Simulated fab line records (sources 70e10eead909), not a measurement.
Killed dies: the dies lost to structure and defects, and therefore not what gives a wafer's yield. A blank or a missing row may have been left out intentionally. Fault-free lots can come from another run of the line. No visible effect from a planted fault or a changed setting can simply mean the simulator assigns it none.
fab line records	flow nand-harc	part 1 of 2: steps 1 to 15 of 29
record lots=5	wafers=15	last-day=23
route steps=1159 shown A_STAIRCASE@582
lots untouched by any fault: they come from a run of this same line in which no faults occurred
start-h: hours from the record's first day to the start of the lot's first wafer shown	wait-h: time in hours since the lot's previous step	" identical to the entry in the row above	L1.1+2: a row that stands for several wafers	- value missing, or start not given	* or withheld: withheld	< > ~ a bound
route shown NAME@n: names a module that has steps shown in the file, with the first one's number in the route	usual: average and standard deviation across the fault-free wafers	same: alike in all rows	chamber/n: place in a boat	sites: per-site readings	_std_site: the values' standard deviation	_edge_site: mean of outer sites minus mean of inner sites	radius-mm: how far each site lies from the wafer's centre	mask NAME#n: copy n	behind: tool/chamber where the wafer was last shaped	hold: reason for holding the lot/hours on hold/outcome of the hold	device: the n, p or np transistor that did not switch	end of line: the same wafers' tests at the end of the route	where a step has no rows: the recipe by itself	killed: at the first sort, the dies lost to defects and structure; wafer yield is something else	map: a wafer's dies, x killed, . not, _ none there
set.NAME: setting as actually run; set.NAME@STEP: the setting as run at that earlier step	model.NAME: the simulator's own value behind a step, which no gauge read
a table for each step, a row for each wafer; lots at some steps of the route
services: when a tool's chamber went out of use (start-h, in hours from the record's first day, below 0 if earlier), for how many hours, and the reason
## steps
# step NHARC_A_STAIRCASE_ETCH_188
# recipe target-depth-a=1000	time-s=40.5	ion-energy-ev=400	c4f8-flow-sccm=20	o2-flow-sccm=10	ar-flow-sccm=withheld	rf-w=600	bias-w=1000	chemistry=C4F8/O2
# usual oes-product-au=0.937/0.015	rf-fwd-power-W=592.2/3	rf-vpp-V=895/5.7
lot.wafer	tool	chamber	start-h	wait-h	oes-product-au	rf-fwd-power-W	rf-hours-counter-h	rf-vpp-V
L076.3	rie-diel-04	2	-	-	0.933	592.2	45	895
L076.6	"	2	"	"	0.933	591.7	-	893
L076.5	"	3	"	"	0.925	586.0	-	892
L081.4	rie-diel-04	0	-	-	0.913	591.8	56	893
L081.1	"	2	"	"	0.941	591.7	59	894
L081.6	"	0	"	"	0.920	592.4	-	893
L094.2	rie-diel-04	2	-	-	0.918	592.6	19	893
L094.3	"	3	"	"	0.939	587.1	18	892
L094.5	"	3	"	"	0.954	584.4	-	892
L093.4	rie-diel-06	2	-	-	0.953	587.8	35	891
L093.3	"	3	"	"	0.934	594.1	34	901
L093.2	"	0	"	"	0.950	592.4	36	887
L092.3	rie-diel-04	3	-	-	0.956	589.4	20	890
L092.6	"	2	"	"	0.937	592.6	-	892
L092.5	"	3	"	"	0.948	590.0	-	891
# step NHARC_A_STAIRCASE_TRIM_189
# recipe time-s=211.2	o2-flow-sccm=500	ar-flow-sccm=0	bias-w=0	chemistry=O2
# usual drypump-motor-current-A=5.69/0.28	oes-product-au=0.997/0.011	rf-vpp-V=57.7/1	showerhead-plenum-p-Torr=3.52/0.16	throttle-valve-pct=17.037/0.0097
lot.wafer	tool	chamber	start-h	wait-h	drypump-motor-current-A	oes-product-au	rf-hours-counter-h	rf-vpp-V	showerhead-plenum-p-Torr	throttle-valve-pct
L076.3	rie-diel-04	2	-	-	5.53	0.995	45	56.6	3.48	17.060
L076.5	"	2	"	"	5.54	1.000	-	56.2	3.48	17.052
L076.6	"	3	"	"	5.25	0.991	-	57.1	3.40	17.042
L081.4	rie-diel-04	3	-	-	5.23	1.000	60	57.8	3.39	17.026
L081.1	"	2	"	"	5.55	0.994	59	58.2	3.47	17.033
L081.6	"	0	"	"	6.01	0.994	-	59.1	3.43	17.055
L094.2	rie-diel-04	3	-	-	5.25	1.009	18	59.2	3.38	17.034
L094.3	"	1	"	"	5.78	1.024	19	59.9	3.76	17.034
L094.5	"	3	"	"	5.26	1.010	-	59.0	3.38	17.029
L093.2	rie-diel-06	2	-	-	6.08	0.988	35	58.0	3.38	17.032
L093.3	"	3	"	"	5.73	0.983	34	57.6	3.68	17.031
L093.4	"	0	"	"	5.43	1.001	36	55.9	3.28	17.044
L092.3	rie-diel-04	1	-	-	5.81	1.017	21	59.0	3.76	17.033
L092.5	"	2	"	"	5.54	0.985	-	57.9	3.46	17.040
L092.6	"	3	"	"	5.25	1.020	-	56.1	3.38	17.045
# step NHARC_A_STAIRCASE_ETCH_190
# recipe target-depth-a=1000	time-s=40.5	ion-energy-ev=400	c4f8-flow-sccm=20	o2-flow-sccm=10	ar-flow-sccm=withheld	rf-w=600	bias-w=1000	chemistry=C4F8/O2
# usual oes-product-au=0.939/0.014	rf-fwd-power-W=592.1/2.9	rf-vpp-V=896/5.9
lot.wafer	tool	chamber	start-h	wait-h	oes-product-au	rf-fwd-power-W	rf-hours-counter-h	rf-vpp-V
L076.3	rie-diel-04	2	-	-	0.924	592.2	46	895
L076.6	"	2	"	"	0.924	590.6	-	895
L076.5	"	3	"	"	0.928	586.1	-	891
L081.4	rie-diel-04	2	-	-	0.931	592.4	59	893
L081.1	"	3	"	"	0.933	591.6	60	891
L081.6	"	0	"	"	0.914	595.0	-	893
L094.2	rie-diel-04	0	-	-	0.943	594.1	18	892
L094.3	"	3	"	"	0.954	589.6	18	890
L094.5	"	0	"	"	0.941	591.1	-	892
L093.3	rie-diel-06	2	-	-	0.933	593.6	35	890
L093.2	"	3	"	"	0.925	591.3	35	901
L093.4	"	0	"	"	0.957	590.5	37	885
L092.3	rie-diel-04	1	-	-	0.970	598.2	21	905
L092.6	"	1	"	"	0.964	598.0	-	904
L092.5	"	2	"	"	0.920	593.5	-	893
# step NHARC_A_STAIRCASE_TRIM_191
# recipe time-s=211.2	o2-flow-sccm=500	ar-flow-sccm=0	bias-w=0	chemistry=O2
# usual drypump-motor-current-A=5.68/0.28	oes-product-au=0.998/0.012	rf-vpp-V=57.6/0.82	showerhead-plenum-p-Torr=3.52/0.16	throttle-valve-pct=17.036/0.0088
lot.wafer	tool	chamber	start-h	wait-h	drypump-motor-current-A	oes-product-au	rf-hours-counter-h	rf-vpp-V	showerhead-plenum-p-Torr	throttle-valve-pct
L076.3	rie-diel-04	1	-	-	5.78	0.995	46	57.3	3.78	17.037
L076.6	"	2	"	"	5.53	0.996	-	56.6	3.48	17.042
L076.5	"	3	"	"	5.25	0.981	-	57.1	3.40	17.045
L081.1	rie-diel-04	2	-	-	5.54	0.998	59	58.1	3.47	17.040
L081.4	"	3	"	"	5.23	0.991	60	57.2	3.39	17.046
L081.6	"	1	"	"	5.79	1.004	-	58.8	3.77	17.050
L094.3	rie-diel-04	2	-	-	5.54	0.979	19	57.8	3.46	17.025
L094.2	"	3	"	"	5.23	1.002	18	55.1	3.38	17.043
L094.5	"	1	"	"	5.75	1.013	-	57.2	3.76	17.035
L093.3	rie-diel-06	3	-	-	5.78	0.977	35	59.2	3.68	17.057
L093.2	"	0	"	"	5.44	0.999	37	57.9	3.28	17.042
L093.4	"	1	"	"	6.11	0.996	37	58.2	3.52	17.031
L092.3	rie-diel-04	0	-	-	6.01	1.011	20	57.2	3.42	17.017
L092.5	"	2	"	"	5.52	0.994	-	56.8	3.46	17.055
L092.6	"	3	"	"	5.25	0.998	-	59.2	3.38	17.036
# step NHARC_A_STAIRCASE_ETCH_192
# recipe target-depth-a=1000	time-s=40.5	ion-energy-ev=400	c4f8-flow-sccm=20	o2-flow-sccm=10	ar-flow-sccm=withheld	rf-w=600	bias-w=1000	chemistry=C4F8/O2
# usual oes-product-au=0.940/0.011	rf-fwd-power-W=592.3/2.9	rf-vpp-V=896/5.8
lot.wafer	tool	chamber	start-h	wait-h	oes-product-au	rf-fwd-power-W	rf-hours-counter-h	rf-vpp-V
L076.3	rie-diel-04	3	-	-	0.937	588.7	46	893
L076.6	"	3	"	"	0.942	588.1	-	890
L076.5	"	0	"	"	0.939	593.0	-	891
L081.4	rie-diel-04	3	-	-	0.946	588.3	60	891
L081.1	"	0	"	"	0.935	590.2	57	893
L081.6	"	2	"	"	0.946	593.2	-	895
L094.3	rie-diel-04	0	-	-	0.950	588.6	18	892
L094.2	"	1	"	"	0.953	591.8	19	905
L094.5	"	0	"	"	0.951	593.4	-	891
L093.4	rie-diel-06	1	-	-	0.943	587.7	37	894
L093.3	"	2	"	"	0.947	591.1	35	890
L093.2	"	0	"	"	0.952	589.7	37	887
L092.3	rie-diel-04	2	-	-	0.935	592.1	21	895
L092.5	"	0	"	"	0.948	595.5	-	892
L092.6	"	1	"	"	0.962	596.4	-	903
# step NHARC_A_STAIRCASE_TRIM_193
# recipe time-s=211.2	o2-flow-sccm=500	ar-flow-sccm=0	bias-w=0	chemistry=O2
# usual drypump-motor-current-A=5.68/0.28	oes-product-au=0.998/0.012	rf-vpp-V=57.8/0.96	showerhead-plenum-p-Torr=3.52/0.16	throttle-valve-pct=17.037/0.0082
lot.wafer	tool	chamber	start-h	wait-h	drypump-motor-current-A	oes-product-au	rf-hours-counter-h	rf-vpp-V	showerhead-plenum-p-Torr	throttle-valve-pct
L076.3	rie-diel-04	0	-	-	5.99	0.990	44	57.7	3.44	17.031
L076.5	"	3	"	"	5.22	1.003	-	58.2	3.40	17.050
L076.6	"	0	"	"	6.01	0.991	-	57.4	3.44	17.048
L081.4	rie-diel-04	2	-	-	5.54	0.991	59	57.8	3.47	17.049
L081.1	"	3	"	"	5.24	0.987	60	57.5	3.39	17.039
L081.6	"	1	"	"	5.82	0.988	-	59.5	3.77	17.033
L094.3	rie-diel-04	1	-	-	5.76	1.014	19	59.4	3.76	17.038
L094.2	"	2	"	"	5.52	0.986	19	58.3	3.46	17.037
L094.5	"	3	"	"	5.27	1.005	-	57.3	3.38	17.044
L093.4	rie-diel-06	2	-	-	6.04	0.991	35	58.0	3.38	17.030
L093.2	"	3	"	"	5.74	0.992	35	58.4	3.68	17.023
L093.3	"	0	"	"	5.42	1.007	37	58.1	3.28	17.037
L092.3	rie-diel-04	2	-	-	5.52	0.990	21	57.0	3.46	17.042
L092.6	"	3	"	"	5.24	1.011	-	57.6	3.38	17.030
L092.5	"	0	"	"	6.02	1.014	-	58.1	3.42	17.029
# step NHARC_A_STAIRCASE_ETCH_194
# recipe target-depth-a=1000	time-s=40.5	ion-energy-ev=400	c4f8-flow-sccm=20	o2-flow-sccm=10	ar-flow-sccm=withheld	rf-w=600	bias-w=1000	chemistry=C4F8/O2
# usual oes-product-au=0.939/0.012	rf-fwd-power-W=592/3.3	rf-vpp-V=895/5.8
lot.wafer	tool	chamber	start-h	wait-h	oes-product-au	rf-fwd-power-W	rf-hours-counter-h	rf-vpp-V
L076.3	rie-diel-04	1	-	-	0.935	593	46	906
L076.6	"	2	"	"	0.928	592	-	895
L076.5	"	3	"	"	0.938	586	-	890
L081.4	rie-diel-04	3	-	-	0.952	590	60	890
L081.1	"	2	"	"	0.951	593	59	893
L081.6	"	3	"	"	0.951	591	-	891
L094.3	rie-diel-04	1	-	-	0.959	594	19	905
L094.2	"	3	"	"	0.961	587	18	890
L094.5	"	1	"	"	0.959	596	-	904
L093.4	rie-diel-06	0	-	-	0.946	587	37	888
L093.3	"	1	"	"	0.920	593	37	895
L093.2	"	2	"	"	0.932	592	35	891
L092.3	rie-diel-04	3	-	-	0.930	587	20	890
L092.6	"	3	"	"	0.945	588	-	891
L092.5	"	0	"	"	0.937	592	-	890
# step NHARC_A_STAIRCASE_TRIM_196
# recipe time-s=211.2	o2-flow-sccm=500	ar-flow-sccm=0	bias-w=0	chemistry=O2
# usual drypump-motor-current-A=5.70/0.27	oes-product-au=0.997/0.012	rf-vpp-V=57.7/0.83	showerhead-plenum-p-Torr=3.52/0.16	throttle-valve-pct=17.038/0.0087
lot.wafer	tool	chamber	start-h	wait-h	drypump-motor-current-A	oes-product-au	rf-hours-counter-h	rf-vpp-V	showerhead-plenum-p-Torr	throttle-valve-pct
L076.3	rie-diel-04	3	248.92	0.1	5.26	0.990	47	57.5	3.40	17.046
L076.6	"	2	"	"	5.54	0.990	-	59.3	3.48	17.036
L076.5	"	3	"	"	5.25	0.992	-	57.3	3.40	17.026
L081.4	rie-diel-05	0	281.77	0.1	5.63	0.979	37	57.3	3.36	17.038
L081.1	"	1	"	"	5.43	1.015	38	57.2	3.48	17.040
L081.6	"	0	"	"	5.65	0.985	-	58.7	3.36	17.045
L094.2	rie-diel-04	1	344.80	0.1	5.78	1.017	19	56.9	3.76	17.036
L094.3	"	2	"	"	5.54	0.987	19	58.3	3.46	17.027
L094.5	"	0	"	"	6.03	1.010	-	57.6	3.42	17.028
L093.4	rie-diel-04	1	345.28	0.1	5.78	1.008	19	58.2	3.76	17.043
L093.2	"	2	"	"	5.54	0.978	19	56.4	3.46	17.041
L093.3	"	3	"	"	5.23	1.000	18	57.1	3.38	17.036
L092.3	rie-diel-06	2	350.03	0.1	6.09	0.983	37	58.5	3.38	17.024
L092.6	"	0	"	"	5.41	1.005	-	57.6	3.28	17.032
L092.5	"	1	"	"	6.07	0.983	-	59.1	3.52	17.032
# step NHARC_A_STAIRCASE_ETCH_197
# recipe target-depth-a=1000	time-s=40.5	ion-energy-ev=400	c4f8-flow-sccm=20	o2-flow-sccm=10	ar-flow-sccm=withheld	rf-w=600	bias-w=1000	chemistry=C4F8/O2
# usual oes-product-au=0.944/0.02	rf-fwd-power-W=592/3.1	rf-vpp-V=896/5.7
lot.wafer	tool	chamber	start-h	wait-h	oes-product-au	rf-fwd-power-W	rf-hours-counter-h	rf-vpp-V
L076.3	rie-diel-04	1	-	-	0.922	594	46	903
L076.5	"	1	"	"	0.922	595	-	905
L076.6	"	2	"	"	0.925	592	-	894
L081.1	rie-diel-05	2	-	-	0.980	594	38	903
L081.4	"	0	"	"	0.946	598	37	890
L081.6	"	1	"	"	0.971	595	-	893
L094.2	rie-diel-04	0	-	-	0.936	592	18	893
L094.3	"	2	"	"	0.932	591	19	892
L094.5	"	0	"	"	0.943	594	-	893
L093.2	rie-diel-04	2	-	-	0.913	590	19	893
L093.3	"	3	"	"	0.937	588	18	891
L093.4	"	0	"	"	0.940	593	18	892
L092.3	rie-diel-06	2	-	-	0.902	588	37	889
L092.6	"	1	"	"	0.929	589	-	894
L092.5	"	2	"	"	0.923	592	-	893
# step NHARC_A_STAIRCASE_TRIM_198
# recipe time-s=211.2	o2-flow-sccm=500	ar-flow-sccm=0	bias-w=0	chemistry=O2
# usual drypump-motor-current-A=5.67/0.27	oes-product-au=0.996/0.012	rf-vpp-V=57.8/0.88	showerhead-plenum-p-Torr=3.52/0.16	throttle-valve-pct=17.036/0.009
lot.wafer	tool	chamber	start-h	wait-h	drypump-motor-current-A	oes-product-au	rf-hours-counter-h	rf-vpp-V	showerhead-plenum-p-Torr	throttle-valve-pct
L076.3	rie-diel-04	0	-	-	6.02	0.986	44	58.0	3.44	17.032
L076.6	"	1	"	"	5.78	0.996	-	57.6	3.78	17.026
L076.5	"	2	"	"	5.54	0.998	-	57.7	3.48	17.032
L081.1	rie-diel-05	3	-	-	5.38	0.987	37	58.4	3.79	17.015
L081.4	"	0	"	"	5.63	0.992	37	58.4	3.36	17.039
L081.6	"	3	"	"	5.40	0.993	-	57.4	3.79	17.040
L094.3	rie-diel-04	3	-	-	5.25	1.004	18	56.1	3.38	17.043
L094.2	"	0	"	"	6.02	1.013	18	56.6	3.42	17.039
L094.5	"	3	"	"	5.25	1.014	-	58.5	3.38	17.042
L093.3	rie-diel-04	3	-	-	5.23	0.997	19	56.9	3.38	17.035
L093.2	"	0	"	"	6.01	1.001	19	57.8	3.42	17.024
L093.4	"	1	"	"	5.82	1.018	20	56.8	3.76	17.053
L092.3	rie-diel-06	2	-	-	6.07	0.982	37	57.3	3.38	17.025
L092.6	"	1	"	"	6.08	0.989	-	56.3	3.52	17.028
L092.5	"	2	"	"	6.05	0.982	-	58.0	3.38	17.047
# step NHARC_A_STAIRCASE_ETCH_199
# recipe target-depth-a=1000	time-s=40.5	ion-energy-ev=400	c4f8-flow-sccm=20	o2-flow-sccm=10	ar-flow-sccm=withheld	rf-w=600	bias-w=1000	chemistry=C4F8/O2
# usual oes-product-au=0.941/0.014	rf-fwd-power-W=591.8/2.9	rf-vpp-V=895/5.6
lot.wafer	tool	chamber	start-h	wait-h	oes-product-au	rf-fwd-power-W	rf-hours-counter-h	rf-vpp-V
L076.3	rie-diel-04	2	-	-	0.938	590.4	47	894
L076.6	"	0	"	"	0.944	593.7	-	893
L076.5	"	1	"	"	0.932	595.8	-	904
L081.1	rie-diel-05	2	-	-	0.960	594.4	38	903
L081.4	"	1	"	"	0.968	593.6	38	895
L081.6	"	3	"	"	0.937	589.6	-	904
L094.3	rie-diel-04	1	-	-	0.943	594.0	19	904
L094.2	"	2	"	"	0.922	593.4	19	894
L094.5	"	0	"	"	0.952	592.2	-	893
L093.2	rie-diel-04	3	-	-	0.948	586.2	19	891
L093.3	"	0	"	"	0.966	591.6	19	892
L093.4	"	1	"	"	0.964	593.9	20	904
L092.3	rie-diel-06	1	-	-	0.913	585.2	39	896
L092.6	"	1	"	"	0.918	588.8	-	896
L092.5	"	2	"	"	0.916	590.0	-	889
# step NHARC_A_STAIRCASE_TRIM_200
# recipe time-s=211.2	o2-flow-sccm=500	ar-flow-sccm=0	bias-w=0	chemistry=O2
# usual drypump-motor-current-A=5.68/0.28	oes-product-au=0.998/0.012	rf-vpp-V=57.7/0.98	showerhead-plenum-p-Torr=3.51/0.16	throttle-valve-pct=17.036/0.0087
lot.wafer	tool	chamber	start-h	wait-h	drypump-motor-current-A	oes-product-au	rf-hours-counter-h	rf-vpp-V	showerhead-plenum-p-Torr	throttle-valve-pct
L076.3	rie-diel-04	2	-	-	5.54	1.001	47	56.0	3.48	17.038
L076.6	"	1	"	"	5.77	0.986	-	58.2	3.78	17.041
L076.5	"	2	"	"	5.51	1.008	-	57.4	3.48	17.032
L081.1	rie-diel-05	1	-	-	5.43	1.007	38	59.3	3.48	17.043
L081.4	"	2	"	"	5.72	1.010	38	59.4	3.71	17.027
L081.6	"	0	"	"	5.62	0.977	-	58.2	3.36	17.027
L094.3	rie-diel-04	2	-	-	5.53	0.991	20	57.2	3.46	17.053
L094.2	"	3	"	"	5.23	1.007	18	56.7	3.38	17.026
L094.5	"	3	"	"	5.24	1.005	-	55.8	3.38	17.036
L093.3	rie-diel-04	0	-	-	6.02	1.003	19	57.7	3.42	17.027
L093.2	"	2	"	"	5.53	0.984	21	57.5	3.46	17.038
L093.4	"	3	"	"	5.24	1.012	19	57.7	3.38	17.033
L092.3	rie-diel-06	0	-	-	5.39	1.010	39	56.4	3.28	17.040
L092.6	"	3	"	"	5.75	0.985	-	58.5	3.68	17.046
L092.5	"	0	"	"	5.45	1.017	-	57.3	3.28	17.045
# step NHARC_A_STAIRCASE_ETCH_201
# recipe target-depth-a=1000	time-s=40.5	ion-energy-ev=400	c4f8-flow-sccm=20	o2-flow-sccm=10	ar-flow-sccm=withheld	rf-w=600	bias-w=1000	chemistry=C4F8/O2
# usual oes-product-au=0.936/0.014	rf-fwd-power-W=591.6/2.9	rf-vpp-V=895/5.5
lot.wafer	tool	chamber	start-h	wait-h	oes-product-au	rf-fwd-power-W	rf-hours-counter-h	rf-vpp-V
L076.3	rie-diel-04	1	-	-	0.930	592.5	47	904
L076.5	"	3	"	"	0.935	589.7	-	892
L076.6	"	0	"	"	0.931	593.3	-	892
L081.1	rie-diel-05	0	-	-	0.926	596.0	38	889
L081.4	"	1	"	"	0.959	597.9	38	894
L081.6	"	3	"	"	0.954	590.3	-	906
L094.2	rie-diel-04	2	-	-	0.924	591.0	20	894
L094.3	"	1	"	"	0.951	590.3	20	905
L094.5	"	2	"	"	0.915	594.2	-	892
L093.2	rie-diel-04	2	-	-	0.914	592.0	21	893
L093.3	"	3	"	"	0.934	585.5	19	889
L093.4	"	1	"	"	0.937	595.2	20	904
L092.3	rie-diel-06	1	-	-	0.923	590.0	39	895
L092.6	"	0	"	"	0.931	588.5	-	888
L092.5	"	1	"	"	0.931	590.0	-	896
# step NHARC_A_STAIRCASE_TRIM_202
# recipe time-s=211.2	o2-flow-sccm=500	ar-flow-sccm=0	bias-w=0	chemistry=O2
# usual drypump-motor-current-A=5.69/0.28	oes-product-au=0.996/0.013	rf-vpp-V=57.8/0.87	showerhead-plenum-p-Torr=3.52/0.16	throttle-valve-pct=17.037/0.0089
lot.wafer	tool	chamber	start-h	wait-h	drypump-motor-current-A	oes-product-au	rf-hours-counter-h	rf-vpp-V	showerhead-plenum-p-Torr	throttle-valve-pct
L076.3	rie-diel-04	0	-	-	6.03	0.988	45	57.8	3.44	17.044
L076.6	"	0	"	"	6.03	0.977	-	57.2	3.44	17.025
L076.5	"	1	"	"	5.82	1.000	-	58.2	3.78	17.043
L081.4	rie-diel-05	2	-	-	5.75	1.022	38	58.0	3.71	17.026
L081.1	"	3	"	"	5.40	0.991	37	59.9	3.79	17.038
L081.6	"	3	"	"	5.40	0.997	-	58.6	3.79	17.040
L094.2	rie-diel-04	1	-	-	5.77	1.009	20	58.8	3.76	17.042
L094.3	"	2	"	"	5.53	0.987	20	57.1	3.46	17.054
L094.5	"	0	"	"	6.03	1.005	-	58.9	3.42	17.035
L093.4	rie-diel-04	2	-	-	5.52	0.980	21	56.7	3.46	17.029
L093.3	"	0	"	"	6.02	1.025	19	58.1	3.42	17.027
L093.2	"	1	"	"	5.79	1.017	20	57.7	3.76	17.041
L092.3	rie-diel-06	2	-	-	6.04	0.990	37	57.2	3.38	17.028
L092.6	"	3	"	"	5.77	0.984	-	57.0	3.68	17.043
L092.5	"	0	"	"	5.42	1.006	-	56.9	3.28	17.040
# step NHARC_A_STAIRCASE_ETCH_203
# recipe target-depth-a=1000	time-s=40.5	ion-energy-ev=400	c4f8-flow-sccm=20	o2-flow-sccm=10	ar-flow-sccm=withheld	rf-w=600	bias-w=1000	chemistry=C4F8/O2
# usual oes-product-au=0.936/0.012	rf-fwd-power-W=592.1/3	rf-vpp-V=896/5.8
lot.wafer	tool	chamber	start-h	wait-h	oes-product-au	rf-fwd-power-W	rf-hours-counter-h	rf-vpp-V
L076.3	rie-diel-04	3	-	-	0.928	589.7	48	892
L076.5	"	2	"	"	0.938	593.5	-	893
L076.6	"	3	"	"	0.918	584.5	-	892
L081.1	rie-diel-05	1	-	-	0.951	594.1	38	894
L081.4	"	2	"	"	0.948	596.2	38	901
L081.6	"	2	"	"	0.947	597.4	-	903
L094.2	rie-diel-04	2	-	-	0.913	593.5	21	893
L094.3	"	3	"	"	0.934	589.9	19	888
L094.5	"	0	"	"	0.931	592.6	-	892
L093.4	rie-diel-04	0	-	-	0.940	593.7	19	891
L093.3	"	1	"	"	0.946	593.6	21	905
L093.2	"	2	"	"	0.920	593.1	21	894
L092.3	rie-diel-06	1	-	-	0.931	586.7	40	897
L092.6	"	2	"	"	0.922	592.5	-	891
L092.5	"	3	"	"	0.912	592.8	-	901
